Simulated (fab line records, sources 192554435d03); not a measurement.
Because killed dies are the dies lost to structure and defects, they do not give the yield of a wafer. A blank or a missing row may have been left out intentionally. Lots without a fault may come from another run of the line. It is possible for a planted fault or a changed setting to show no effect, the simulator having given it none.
Matching of chambers | flow n5-finfet | N5_BEOL_M6_DESCUM_33 on rie-diel-05: 4 sister chambers
The step chemistry O2, time 7 s. 4 wafers are shown with their chamber, then 11 later ones without.

## WAFERS PAIRED WITH THEIR CHAMBERS
wafer  | chamber | showerhead-plenum-p-Torr (Torr)
L087.3 | 0       | 1.93
L087.5 | 1       | 2.03
L089.4 | 3       | 2.14
L086.2 | 2       | 2.21

## WAFERS WITHOUT THEIR CHAMBER
wafer  | showerhead-plenum-p-Torr (Torr)
L086.4 | 2.03
L086.5 | 2.21
L088.1 | 2.21
L088.2 | 2.03
L088.5 | 2.14
L094.3 | 1.93
L094.4 | 2.03
L094.5 | 1.93
L095.1 | 2.03
L095.3 | 2.21
L095.4 | 2.13

## WHICH CHAMBER EACH ONE RAN IN
wafer  | from the rows above | in truth
L086.4 | 1                   | 1
L086.5 | 2                   | 2
L088.1 | 2                   | 2
L088.2 | 1                   | 1
L088.5 | 3                   | 3
L094.3 | 0                   | 0
L094.4 | 1                   | 1
L094.5 | 0                   | 0
L095.1 | 1                   | 1
L095.3 | 2                   | 2
L095.4 | 3                   | 3
Correct placement for 11 of the 11. Left unplaced by these rows: 0. Number placed wrongly: 0.
How it was worked out, from the rows above alone: a wafer's distance from a chamber is the root of the sum, over the readings, of the square of ((its reading less the chamber's mean) divided by the reading's scatter). The wafer belongs to the nearest chamber; if the next one is less than 2 further off, it can't be placed. For every chamber, the mean is computed from those of its wafers that are shown. The scatter (one wafer shown for each chamber): square how far every hidden wafer sits from the nearest shown wafer, average those squares and take the square root.
